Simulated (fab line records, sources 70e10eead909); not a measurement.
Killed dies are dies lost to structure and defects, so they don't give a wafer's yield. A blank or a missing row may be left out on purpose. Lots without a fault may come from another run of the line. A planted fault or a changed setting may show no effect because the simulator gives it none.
fab line records | flow nand_harc
record lots=12 wafers=36 last_day=33
route steps=1302 shown A_STAIRCASE@686 END@1302
lots that met no fault: from a run of the same line without faults
start_h: hours from the record's first day to the start of the lot's first wafer shown | wait_h: hours since the lot's step before | " the same as in the row above | L1.1+2: a row that stands for several wafers | - no value, or no start given | * or withheld: withheld | < > ~ a bound
route shown NAME@n: a module of which the file shows steps, and the number in the route of the first | usual: mean/standard deviation of fault-free wafers | same: alike in all rows | chamber/n: place in a boat | sites: the reading at each site | _std_site: their standard deviation | _edge_site: outer sites' mean less inner sites' | radius_mm: how far each site lies from the wafer's centre | mask NAME#n: copy n | behind: the tool/chamber that last shaped the wafer | hold: why the lot was held/for how many hours/how that ended | device: the transistor (n, p or np) that didn't switch | end of line: the same wafers' tests at the end of the route | a step without rows: its recipe alone | killed: dies lost to structure and defects at the first sort, not the wafer's yield | map: a wafer's dies, x killed, . not, _ none there
set.NAME: the setting as run; set.NAME@STEP: as run at that earlier step | model.NAME: the simulator's own value behind a step, which no gauge read
steps of the route over a sample of lots; a table a step, a row a wafer
services: from which hour (start_h, from the record's first day; less than 0 if before it) a tool's chamber was out of use, for how many hours, and why
## steps
# step NHARC_A_STAIRCASE_STRIP_175
# recipe power_w=1500 temp_c=250 chemistry=O2
# usual drypump_motor_current_A=5.4/0.31 heater_power_w=339/31 rf_refl_power_W=35/8.6
# columns lot.wafer tool chamber start_h wait_h drypump_motor_current_A heater_power_w rf_hours_counter_h rf_refl_power_W
L320.1 plasma_asher-01 0 355.12 0.2 5.8 379 30 -
L320.5 " 0 " " 5.8 395 - -
L320.6 " 1 " " 4.9 340 - -
L326.2 plasma_asher-02 1 411.46 0.1 5.4 308 32 46
L326.3 " 1 " " 5.4 303 - 45
L326.5 " 0 " " 5.6 309 - 27
L327.3 plasma_asher-01 1 432.71 0.2 5.0 340 - 42
L327.5 " 0 " " 5.8 385 - 27
L327.6 " 1 " " 4.9 346 - 42
L329.2 plasma_asher-02 1 448.77 0.1 5.4 305 3 45
L329.3 " 1 " " 5.4 303 - 45
L329.6 " 1 " " 5.4 305 - 45
L330.3 plasma_asher-01 0 462.10 0.2 5.8 395 - 27
L330.6 " 0 " " 5.8 390 - 27
L330.5 " 1 " " 4.9 339 - 42
L332.2 plasma_asher-01 1 468.69 0.1 4.9 347 15 42
L332.6 " 0 " " 5.8 391 - 27
L332.5 " 1 " " 4.9 344 - 42
L339.1 plasma_asher-01 0 532.45 0.1 5.8 388 27 28
L339.5 " 0 " " 5.8 387 - 26
L339.6 " 1 " " 4.9 346 - 41
L338.1 plasma_asher-01 0 534.82 0.1 5.8 384 28 27
L338.2 " 1 " " 4.9 343 28 42
L338.5 " 1 " " 4.9 346 - 42
L340.2 plasma_asher-01 1 545.26 0.1 5.0 344 31 42
L340.1 " 0 " " 5.8 387 31 26
L340.5 " 1 " " 4.9 343 - 42
L342.2 plasma_asher-02 1 567.66 0.1 5.4 300 28 46
L342.3 " 1 " " 5.4 303 - 44
L342.4 " 0 " " 5.6 326 - 26
L341.2 plasma_asher-02 1 568.23 0.5 5.4 303 28 -
L341.4 " 0 " " 5.6 325 - -
L341.5 " 0 " " 5.6 325 - -
L343.2 plasma_asher-01 1 578.99 0.1 4.9 320 1 42
L343.3 " 1 " " 5.0 318 - 42
L343.6 " 0 " " 5.8 369 - 28
# step NHARC_A_STAIRCASE_ETCH_188
# recipe target_depth_a=1000 time_s=40.5 ion_energy_ev=400 c4f8_flow_sccm=20 o2_flow_sccm=10 ar_flow_sccm=withheld rf_w=600 bias_w=1000 chemistry=C4F8/O2
# usual bias_w=1000.0/2.8 oes_product_au=0.945/0.014 rf_vpp_V=898/4.7
# columns lot.wafer tool chamber start_h wait_h bias_w oes_product_au rf_hours_counter_h rf_vpp_V
L320.1 rie_diel-01 1 - - 1002.3 0.913 47 898
L320.5 " 2 " " 999.6 0.904 - 895
L320.6 " 3 " " 999.5 0.938 - 903
L326.3 rie_diel-13 1 - - 1000.9 0.954 23 905
L326.2 " 0 " " 998.8 0.944 24 898
L326.5 " 1 " " 1002.7 0.950 - 904
L327.3 rie_diel-01 2 - - 997.0 0.934 11 894
L327.5 " 2 " " 999.9 0.941 - 894
L327.6 " 3 " " 1000.4 0.949 - 902
L329.3 rie_diel-01 0 - - 1000.3 0.944 16 904
L329.2 " 2 " " 999.3 0.928 18 894
L329.6 " 3 " " 997.8 0.933 - 903
L330.3 rie_diel-13 1 - - 998.9 0.973 41 904
L330.6 " 0 " " 998.4 0.941 - 899
L330.5 " 1 " " 1002.1 0.958 - 904
L332.2 rie_diel-06 3 - - 1001.2 0.957 44 894
L332.5 " 0 " " 997.2 0.967 - 891
L332.6 " 1 " " 999.2 0.939 - 888
L339.1 rie_diel-13 0 - - 998.0 0.947 3 897
L339.5 " 1 " " 1002.3 0.939 - 902
L339.6 " 2 " " 1002.0 0.964 - 896
L338.1 rie_diel-13 1 - - 997.3 0.942 4 903
L338.2 " 2 " " 1004.4 0.959 3 896
L338.5 " 3 " " 1007.0 0.961 - 895
L340.1 rie_diel-13 0 - - 1003.4 0.938 7 899
L340.2 " 1 " " 1003.4 0.961 7 902
L340.5 " 1 " " 997.3 0.955 - 902
L342.3 rie_diel-01 2 - - 997.4 0.947 0 892
L342.4 " 3 " " 1000.0 0.938 0 903
L342.2 " 1 " " 995.8 0.956 0 895
L341.4 rie_diel-13 1 - - 991.5 0.957 13 903
L341.2 " 2 " " 997.6 0.966 14 896
L341.5 " 0 " " 996.0 0.955 - 896
L343.2 rie_diel-01 2 - - 995.2 0.940 6 893
L343.3 " 0 " " 998.7 0.943 4 904
L343.6 " 3 " " 998.8 0.941 - 902
# step NHARC_A_STAIRCASE_TRIM_189
# recipe time_s=211.2 o2_flow_sccm=500 ar_flow_sccm=0 bias_w=0 chemistry=O2
# usual drypump_motor_current_A=5.7/0.34 oes_product_au=0.997/0.011 rf_vpp_V=57.9/0.84 showerhead_plenum_p_Torr=3.60/0.12 throttle_valve_pct=17.035/0.0087
# same bias_w=0
# columns lot.wafer tool chamber start_h wait_h drypump_motor_current_A oes_product_au rf_hours_counter_h rf_vpp_V showerhead_plenum_p_Torr throttle_valve_pct
L320.1 rie_diel-01 1 - - 6.0 0.978 47 57.2 3.57 17.030
L320.5 " 3 " " 6.1 1.013 - 58.6 3.75 17.054
L320.6 " 0 " " 5.4 0.998 - 58.2 3.78 17.040
L326.3 rie_diel-13 1 - - 5.9 1.000 23 58.0 3.74 17.033
L326.2 " 0 " " 5.3 0.985 24 57.5 3.60 17.026
L326.5 " 2 " " 5.6 1.017 - 58.2 3.55 17.035
L327.3 rie_diel-01 2 - - 5.5 1.011 11 56.2 3.49 17.039
L327.5 " 1 " " 6.0 0.988 - 58.3 3.56 17.043
L327.6 " 2 " " 5.5 0.979 - 57.8 3.49 17.040
L329.3 rie_diel-01 0 - - 5.4 0.990 17 58.6 3.77 17.034
L329.2 " 2 " " 5.5 0.986 18 57.3 3.48 17.035
L329.6 " 0 " " 5.4 1.005 - 57.9 3.77 17.033
L330.3 rie_diel-13 1 - - 5.9 0.992 41 58.2 3.73 17.025
L330.5 " 3 " " 5.9 1.010 - 59.2 3.55 17.031
L330.6 " 0 " " 5.3 0.979 - 56.6 3.59 17.019
L332.2 rie_diel-06 1 - - 5.6 0.993 47 56.1 3.27 17.043
L332.6 " 2 " " 6.3 0.981 - 57.2 3.54 17.048
L332.5 " 3 " " 5.3 1.000 - 57.5 3.51 17.032
L339.1 rie_diel-13 2 - - 5.6 1.009 2 58.4 3.53 17.016
L339.6 " 0 " " 5.3 0.999 - 56.9 3.57 17.026
L339.5 " 1 " " 5.9 1.000 - 59.4 3.71 17.029
L338.1 rie_diel-13 2 - - 5.5 1.013 3 58.2 3.53 17.033
L338.2 " 0 " " 5.3 1.007 4 57.2 3.57 17.042
L338.5 " 1 " " 5.9 1.005 - 59.5 3.71 17.042
L340.2 rie_diel-13 1 - - 5.9 0.992 8 58.9 3.71 17.052
L340.1 " 3 " " 5.9 1.021 9 56.6 3.54 17.047
L340.5 " 1 " " 5.9 0.988 - 58.3 3.71 17.044
L342.2 rie_diel-01 0 - - 5.4 1.002 0 57.6 3.74 17.037
L342.4 " 1 " " 6.0 0.979 0 56.6 3.54 17.028
L342.3 " 3 " " 6.1 1.001 0 57.5 3.71 17.028
L341.4 rie_diel-13 3 - - 5.9 1.010 16 58.0 3.53 17.040
L341.2 " 1 " " 5.9 0.990 13 58.6 3.71 17.039
L341.5 " 3 " " 6.0 1.025 - 58.0 3.53 17.030
L343.3 rie_diel-01 0 - - 5.4 0.982 4 58.2 3.74 17.044
L343.2 " 1 " " 6.0 0.980 6 59.2 3.53 17.016
L343.6 " 0 " " 5.4 0.985 - 59.1 3.74 17.038
# step NHARC_A_STAIRCASE_ETCH_203
# recipe target_depth_a=1000 time_s=40.5 ion_energy_ev=400 c4f8_flow_sccm=20 o2_flow_sccm=10 ar_flow_sccm=withheld rf_w=600 bias_w=1000 chemistry=C4F8/O2
# usual bias_w=1000.3/2.8 oes_product_au=0.942/0.011 rf_vpp_V=898/4.5
# columns lot.wafer tool chamber start_h wait_h bias_w oes_product_au rf_hours_counter_h rf_vpp_V
L320.1 rie_diel-13 0 359.19 - 1004.7 0.942 3 899
L320.6 " 0 " " 1004.2 0.939 - 898
L320.5 " 1 " " 999.6 0.949 - 904
L326.3 rie_diel-13 1 414.97 - 1002.4 0.950 24 902
L326.2 " 2 " " 998.2 0.947 24 897
L326.5 " 1 " " 1003.9 0.946 - 903
L327.3 rie_diel-13 0 436.09 - 1000.6 0.803 31 898
L327.6 " 3 " " 994.7 0.959 - 897
L327.5 " 0 " " 1001.7 0.944 - 898
L329.3 rie_diel-01 1 452.32 - 998.3 0.937 19 898
L329.2 " 0 " " 999.5 0.957 17 906
L329.6 " 2 " " 998.0 0.928 - 894
L330.3 rie_diel-13 3 465.40 - 996.6 0.802 44 897
L330.5 " 3 " " 998.7 0.960 - 897
L330.6 " 0 " " 998.3 0.943 - 899
L332.2 rie_diel-13 3 472.16 - 997.3 0.810 46 896
L332.5 " 1 " " 1002.2 0.949 - 902
L332.6 " 2 " " 999.9 0.943 - 898
L339.1 rie_diel-13 3 535.91 - 999.4 0.978 3 896
L339.6 " 1 " " 997.6 0.934 - 901
L339.5 " 2 " " 1002.0 0.954 - 895
L338.2 rie_diel-13 0 538.44 - 1003.3 0.945 5 896
L338.1 " 2 " " 1001.2 0.952 4 896
L338.5 " 3 " " 1000.1 0.957 - 897
L340.1 rie_diel-13 3 549.06 - 1003.7 0.956 10 897
L340.2 " 2 " " 1002.5 0.939 10 897
L340.5 " 0 " " 996.2 0.953 - 898
L342.4 rie_diel-06 2 571.17 - 1000.6 0.929 26 896
L342.2 " 3 " " 999.3 0.928 27 896
L342.3 " 0 " " 999.4 0.972 29 890
L341.2 rie_diel-13 0 571.65 - 1001.3 0.933 16 897
L341.4 " 2 " " 995.3 0.962 - 897
L341.5 " 0 " " 995.6 0.939 - 896
L343.3 rie_diel-13 0 582.45 - 996.4 0.941 20 899
L343.2 " 3 " " 1000.2 0.951 17 896
L343.6 " 0 " " 998.4 0.944 - 898
# step NHARC_END_SORT_01
# recipe temp_c=25
# usual killed_at_array=55/19 killed_at_other=0.8/1.1 killed_at_periphery=4.0/2.6 killed_dies=60/20 killed_open=3.4/1.7 killed_short=2.6/1.5
# same gross_dies=677
# columns lot.wafer tool chamber start_h wait_h killed_at_array killed_at_other killed_at_periphery killed_dies killed_open killed_short
L327.3 prober-02 0 645.61 3.1 457 0 0 457 2 2
L327.5 prober-02 0 647.23 3.7 80 0 2 82 3 2
L327.6 prober-02 0 648.03 4.0 82 0 10 92 5 2
L332.2 prober-01 0 675.39 2.8 450 2 0 452 3 3
L332.5 prober-01 0 677.79 3.7 44 2 3 49 2 3
L332.6 prober-01 0 678.59 4.0 40 1 3 44 3 0
L330.3 prober-02 0 676.23 3.1 394 1 5 400 5 5
L330.5 prober-02 0 677.87 3.8 51 0 6 57 2 6
L330.6 prober-02 0 678.70 4.1 59 0 3 62 5 2
# killed by level:class
L327.3 A_STAIRCASE:area_etch=369 A_CHANNEL_HOLE_D1:chamber_film_flake=31 A_SLIT:chamber_film_flake=26 A_CHANNEL_HOLE_D2:chamber_film_flake=24 A_SOURCE_PLATE:geometric_particle:short=1 A_ONON_D1:geometric_particle:open=1 A_CHANNEL_HOLE_D1:geometric_particle:open=1 A_WL_FILL:geometric_particle:short=1
L327.5 A_CHANNEL_HOLE_D1:chamber_film_flake=32 A_SLIT:chamber_film_flake=24 A_CHANNEL_HOLE_D2:chamber_film_flake=15 P_M1:chamber_film_flake=2 A_STAIRCASE:chamber_film_flake=2 A_ONON_D1:geometric_particle:open=1 A_CHANNEL_FILL_D1:geometric_particle:open=1 A_SGD_CUT:geometric_particle:short=1
L327.6 A_SLIT:chamber_film_flake=29 A_CHANNEL_HOLE_D1:chamber_film_flake=28 A_CHANNEL_HOLE_D2:chamber_film_flake=7 P_M1:chamber_film_flake=5 A_CONTACT:chamber_film_flake=5 A_ZERO_WELL:chamber_film_flake=4 P_ZERO_WELL:chamber_film_flake=3 A_WL_FILL:chamber_film_flake=2
L332.2 A_STAIRCASE:area_etch=411 A_SLIT:chamber_film_flake=22 A_CONTACT:chamber_film_flake=6 A_CHANNEL_HOLE_D1:geometric_particle:open=2 A_CHANNEL_HOLE_D1:chamber_film_flake=2 THIN_TSV:chamber_film_flake=2 A_DECK1_JOINT:geometric_particle:short=1 A_ONON_D2:geometric_particle:short=1
L330.3 A_STAIRCASE:area_etch=338 A_CHANNEL_HOLE_D1:chamber_film_flake=28 A_STAIRCASE:chamber_film_flake=13 A_CHANNEL_HOLE_D2:chamber_film_flake=3 A_ONON_D2:geometric_particle:short=2 A_SGD_CUT:chamber_film_flake=2 P_STI:geometric_particle:open=1 P_CONTACT:geometric_particle:open=1
L332.5 A_SLIT:chamber_film_flake=31 A_CHANNEL_HOLE_D1:chamber_film_flake=4 A_STAIRCASE:chamber_film_flake=3 THIN_TSV:chamber_film_flake=2 P_GATE:geometric_particle:open=1 P_M0:geometric_particle:short=1 A_DECK1_JOINT:geometric_particle:open=1 A_ONON_D2:geometric_particle:short=1
L330.5 A_CHANNEL_HOLE_D1:chamber_film_flake=29 A_STAIRCASE:chamber_film_flake=10 A_CHANNEL_FILL_D2:geometric_particle:short=2 P_GATE:chamber_film_flake=2 P_M2:chamber_film_flake=2 A_CHANNEL_HOLE_D2:chamber_film_flake=2 A_WL_FILL:chamber_film_flake=2 P_M1:geometric_particle:short=1
L332.6 A_SLIT:chamber_film_flake=22 A_CHANNEL_HOLE_D1:chamber_film_flake=7 A_CONTACT:chamber_film_flake=4 P_STI:chamber_film_flake=2 A_CHANNEL_FILL_D1:chamber_film_flake=2 A_STAIRCASE:chamber_film_flake=2 A_CHANNEL_HOLE_D1:geometric_particle:open=1 A_CHANNEL_FILL_D1:geometric_particle:open=1
L330.6 A_CHANNEL_HOLE_D1:chamber_film_flake=32 A_STAIRCASE:chamber_film_flake=11 A_CHANNEL_HOLE_D2:chamber_film_flake=5 A_SLIT:chamber_film_flake=2 P_M0:geometric_particle:open=1 A_DECK1_JOINT:geometric_particle:short=1 A_ONON_D2:geometric_particle:open=1 A_ONON_D2:geometric_particle:short=1
## services
# columns tool chamber start_h hours kind
rie_diel-13 0 332.37 2.7 repair
rie_diel-13 - 342.00 9.0 pm
rie_diel-13 0 342.00 9.0 vent_cycle
rie_diel-13 1 342.00 9.0 vent_cycle
rie_diel-13 2 342.00 9.0 vent_cycle
rie_diel-13 3 342.00 9.0 vent_cycle
rie_diel-13 0 351.00 - clean
rie_diel-13 1 351.00 - clean
rie_diel-13 2 351.00 - clean
rie_diel-13 2 351.00 - consumable_replace:focus_ring
rie_diel-01 3 354.00 1.6 repair
rie_diel-06 1 370.89 3.9 repair
rie_diel-01 0 373.04 3.4 repair
rie_diel-01 - 380.82 9.0 pm
rie_diel-06 - 389.19 0.8 repair
plasma_asher-01 - 389.34 9.0 pm
rie_diel-06 2 401.85 4.8 repair
plasma_asher-02 - 426.00 9.0 pm
rie_diel-06 0 429.63 4.8 repair
rie_diel-06 - 484.70 9.0 pm
rie_diel-13 - 519.00 9.0 pm
rie_diel-01 - 557.82 9.0 pm
plasma_asher-01 - 566.83 9.0 pm
rie_diel-13 3 571.34 4.3 repair
## key
first_sign step=NHARC_A_STAIRCASE_ETCH_203 reading=oes_product_au direction=down sigmas=12 usual=0.942 struck=0.805
effect step=NHARC_END_SORT_01 reading=killed_at_array direction=up sigmas=20 usual=55 struck=434
more_kills_born_at NHARC_A_STAIRCASE_ETCH_203@rie_diel-13=1118
met_at NHARC_A_STAIRCASE_ETCH_203
struck_lots L327,L330,L332
struck_wafers L327.3,L330.3,L332.2
later_rows_left_out L327.3,L332.2
tester_left_out L327,L330,L332
not_acting_at NHARC_A_STAIRCASE_STRIP_175,NHARC_A_STAIRCASE_ETCH_188,NHARC_A_STAIRCASE_TRIM_189
onset_between 414.97 436.09
fault kind=process_parameter_drift tool=rie_diel-13 chamber=- onset_h=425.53 steps=NHARC_A_STAIRCASE_ETCH_203 channel=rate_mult offset=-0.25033 shape=step end_h=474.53 scope=struck_wafers_only
# tester_left_out: of these lots the tester's yield and bins aren't shown, on N5 and GAA mostly nor the transistor test; their killed dies are dies lost to structure and defects alone, not to doping, threshold or leakage, so they don't give the yield
# later_rows_left_out: the simulator's readings of these wafers behind a module that went badly wrong aren't trusted and aren't shown, but for the sort
